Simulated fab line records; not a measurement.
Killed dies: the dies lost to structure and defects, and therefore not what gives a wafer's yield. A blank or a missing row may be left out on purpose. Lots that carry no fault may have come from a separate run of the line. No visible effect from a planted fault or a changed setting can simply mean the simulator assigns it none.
Struck lot and sound lot, side by side || flow nand_harc || 15 steps out of a route of 1302
Sound: these wafers, L963.1, L963.2, L963.5. Wafers L971.1, L971.2, L971.5 were the ones struck. Last of all comes the cause.
For every step that has rows: the tool of each side, followed by ch and its chambers, followed by its first start. Under that, the readings that differ: sound wafers || struck wafers || difference of the means || sigmas: that difference in standard deviations of wafers without a fault.
alike: words and numbers the same on both sides, and readings whose means are apart by under 2 such deviations; not compared: readings that were withheld, readings missing a value for some wafer, numbers with overlapping values and no deviation given by the record, and bounds like >300 which may hide the same value.
A row with sigmas, a row that says differs or no value, or rows on one side alone: a step with any of these is where the two part. When numbers do not overlap yet have no deviation, they are printed without sigmas and do not part them. Lack of a reading on every wafer of one side parts them only where that side has two or more wafers.

NHARC_A_CONTACT_DESCUM_47: chemistry O2, time 3 s.
  sound on rie_diel-10 ch 0,1, day 22 00:32; struck on rie_diel-10 ch 0,1, day 24 22:21
  alike: drypump_motor_current_A, mfc_ar_sccm, oes_product_au, rf_vpp_V, showerhead_plenum_p_Torr, throttle_valve_pct
  not compared: rf_hours_counter_h
NHARC_A_CONTACT_ETCH_48: etches the open film in CF4, target depth 39 nm, time 65 s.
  sound on rie_diel-10 ch 1,2,3, day 22 00:37; struck on rie_diel-10 ch 0,2,3, day 24 22:34
  alike: chamber_pressure_mTorr, drypump_motor_current_A, mfc_ar_sccm, oes_product_au, rf_vpp_V, showerhead_plenum_p_Torr, throttle_valve_pct
  not compared: rf_hours_counter_h
then, 3 steps without rows for these wafers: NHARC_A_CONTACT_ETCH_49 (etches the open film in N2/H2, target depth 260 nm, time 475.3 s); NHARC_A_CONTACT_ETCH_50 (etches the open film in CF4/CHF3, target depth 121 nm, time 60.5 s); NHARC_A_CONTACT_ETCH_51 (etches the open film in O2/COS, target depth 7000 nm, time 1820 s).
NHARC_A_CONTACT_ETCH_111: etches the open film in C4F8/O2/Ar, time 140 s, target depth 700 nm.
  sound on har_cap_etch-02 ch 0,1, day 22 02:21; struck on har_cap_etch-02 ch 0,1, day 25 00:18
  alike: chamber_pressure_mTorr
  not compared: rf_hours_counter_h
then, 2 steps without rows for these wafers: NHARC_A_CONTACT_ETCH_112 (etches the open film in C4F8/O2/Ar, time 190 s, target depth 1850 nm); NHARC_A_CONTACT_ETCH_113 (etches the open film in C4F8/O2/Ar, time 190 s, target depth 1850 nm).
NHARC_A_CONTACT_ETCH_114: etches the open film in C4F8/O2/Ar, time 190 s, target depth 1850 nm.
  sound on har_cap_etch-02 ch 0,1, day 22 02:53; struck on har_cap_etch-02 ch 0,1, day 25 00:50
  alike: chamber_pressure_mTorr
  not compared: rf_hours_counter_h
then, 2 steps without rows for these wafers: NHARC_A_CONTACT_ETCH_115 (etches the open film in C4F8/O2/Ar, time 190 s, target depth 1850 nm); NHARC_A_CONTACT_ETCH_116 (etches the open film in C4F8/O2/Ar, time 190 s, target depth 1850 nm).
NHARC_A_CONTACT_ETCH_117: etches the open film in C4F8/O2/Ar, time 190 s, target depth 1850 nm.
  sound on har_cap_etch-02 ch 0,1, day 22 03:24; struck on har_cap_etch-02 ch 0,1, day 25 01:21
  alike: chamber_pressure_mTorr
  not compared: rf_hours_counter_h
NHARC_A_CONTACT_ETCH_118: etches the open film in C4F8/O2/Ar, time 190 s, target depth 1850 nm.
  sound on har_cap_etch-02 ch 0,1, day 22 03:34; struck on har_cap_etch-02 ch 0,1, day 25 01:31
{"reading": "chamber_pressure_mTorr (mTorr)", "sound": "19.988 19.996 19.992", "struck": "16.012 16.028 16.015", "difference": -3.974, "sigmas": "-99 or more"}
  not compared: rf_hours_counter_h
then, 1 step without rows for these wafers: NHARC_A_CONTACT_ETCH_119 (etches the open film in C4F8/O2/Ar, time 190 s, target depth 1850 nm).
-- the record jumps here: 3 days lie between the struck wafers' starts before and after (it left off in module A_CONTACT and takes up again in module END, whose first step shown is number 1302 of the route) --
NHARC_END_SORT_01:
  only the struck wafers appear in the record here, on prober-02 ch 0 at day 27 22:59; the sound ones have no rows

## WHERE THEY PART
First at NHARC_A_CONTACT_ETCH_118; last, within this record, at NHARC_END_SORT_01.

WHY: what the simulator had put in
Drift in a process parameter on har_cap_etch-02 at NHARC_A_CONTACT_ETCH_118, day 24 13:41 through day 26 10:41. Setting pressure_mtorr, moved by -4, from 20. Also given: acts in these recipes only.
